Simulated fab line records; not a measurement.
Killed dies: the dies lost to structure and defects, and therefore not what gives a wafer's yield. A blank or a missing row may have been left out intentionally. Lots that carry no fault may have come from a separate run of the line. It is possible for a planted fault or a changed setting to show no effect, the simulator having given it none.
A struck lot beside a sound one / flow nand_harc / 15 out of 1302 route steps
Sound: these wafers, L971.2, L971.3, L971.4. The struck wafers were L975.2, L975.4, L975.6. The cause is named last.
Each step with rows lists, per side, the tool, then ch with its chambers, then its first start. Under that, the readings that differ: sound wafers / struck wafers / difference of the means / sigmas: that difference in standard deviations of wafers without a fault.
alike: readings with means less than 2 such deviations apart, plus words and numbers identical on both sides. not compared: withheld readings, readings lacking a value on some wafer, bounds such as >300 that could conceal the same value, and numbers that have no deviation in the record and whose values overlap.
The two part at a step that has a row with sigmas, a row that says differs or no value, or rows on one side only. Non-overlapping numbers with no deviation appear without sigmas and do not part them. Lack of a reading on every wafer of one side parts them only where that side has two or more wafers.

first, 1 step without rows for these wafers: NHARC_A_CHANNEL_FILL_D1_ALD_02 (deposits SiO2, target thk 6 nm, pulse time 10 s, ald cycles 60).
NHARC_A_CHANNEL_FILL_D1_ALD_03: deposits SiNx, target thk 6 nm, pulse time 60 s, ald cycles 58.
  sound on ald_sin_batch-03 ch 0; struck on ald_sin_batch-02 ch 0
  alike: precursor_pulse_height_rel
NHARC_A_CHANNEL_FILL_D1_ALD_14: deposits SiO2, target thk 2.5 nm, pulse time 10 s, ald cycles 25.
  sound on ald_hk-04 ch 0,1,3, day 9 13:35; struck on ald_hk-02 ch 0,2,3, day 10 21:09
  alike: heater_power_w, precursor_pulse_height_rel
then, 4 steps without rows for these wafers: NHARC_A_CHANNEL_FILL_D1_ALD_15 (deposits SiNx, target thk 2 nm, pulse time 60 s, ald cycles 19); NHARC_A_CHANNEL_FILL_D1_ALD_16 (deposits SiO2, target thk 1.5 nm, pulse time 10 s, ald cycles 15); NHARC_A_CHANNEL_FILL_D1_ANNEAL_17 (time 1800 s); NHARC_A_CHANNEL_FILL_D1_CVD_18 (deposits poly-Si, target thk 3 nm).
NHARC_A_CHANNEL_FILL_D1_ETCHBACK_19: etches the open film in HBr/Cl2, target depth 5 nm, time 1.7 s.
  sound on rie_si-05 ch 0,2,3, day 10 08:41; struck on rie_si-05 ch 1,2,3, day 11 14:11
  alike: bias_w, chamber_pressure_mTorr, drypump_motor_current_A, he_backside_leak_sccm, oes_product_au, throttle_valve_pct
  not compared: rf_hours_counter_h
NHARC_A_CHANNEL_FILL_D1_ETCHBACK_20: etches the open film in C4F8/O2/Ar, target depth 27 nm, time 13.5 s.
  sound on rie_diel-12 ch 0,1,3, day 10 08:49; struck on rie_diel-09 ch 1,3, day 11 14:18
  alike: bias_w, chamber_pressure_mTorr, oes_product_au, rf_vpp_V
  not compared: rf_hours_counter_h
NHARC_A_CHANNEL_FILL_D1_STRIP_28: strips in O2, time 20 s.
  sound on rie_diel-12 ch 0,1,2, day 10 08:55; struck on rie_diel-09 ch 0,1,3, day 11 14:24
  alike: chamber_pressure_mTorr, drypump_motor_current_A, oes_product_au, rf_vpp_V, showerhead_plenum_p_Torr, throttle_valve_pct
  not compared: rf_hours_counter_h
then, 2 steps without rows for these wafers: NHARC_A_CHANNEL_FILL_D1_PRECLEAN_21 (cleans in dHF, time 30 s); NHARC_A_CHANNEL_FILL_D1_SRD_23.
NHARC_A_CHANNEL_FILL_D1_CVD_05: deposits poly-Si, target thk 5 nm.
  struck on lpcvd_poly-04, day 11 16:59; sound on lpcvd_poly-03 ch 0, day 10 11:22
  no value came back on the struck wafers for spike_tc_bottom_C (C), spike_tc_centre_C (C), zone_power_upper_pct (%); on the sound wafers spike_tc_bottom_C (C) reads 566.8 569.9 568.6
then, 1 step without rows for these wafers: NHARC_A_CHANNEL_FILL_D1_ANNEAL_22 (time 7200 s).
-- record jumps: 14 days between struck wafers' starts before vs after; left off in module A_CHANNEL_FILL_D1, resumes in module END, first step shown is number 1302 of the route --
NHARC_END_SORT_01:
  here the record holds rows for the struck wafers (prober-02 ch 0, day 25 21:01) but none for the sound ones

== WHERE THEY PART ==
Earliest at NHARC_A_CHANNEL_FILL_D1_CVD_05; latest, in this record, at NHARC_END_SORT_01.

WHY: what had been put in by the simulator
Entire step skipped (lpcvd_poly-04, NHARC_A_CHANNEL_FILL_D1_CVD_05), from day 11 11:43 onward. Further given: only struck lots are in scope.
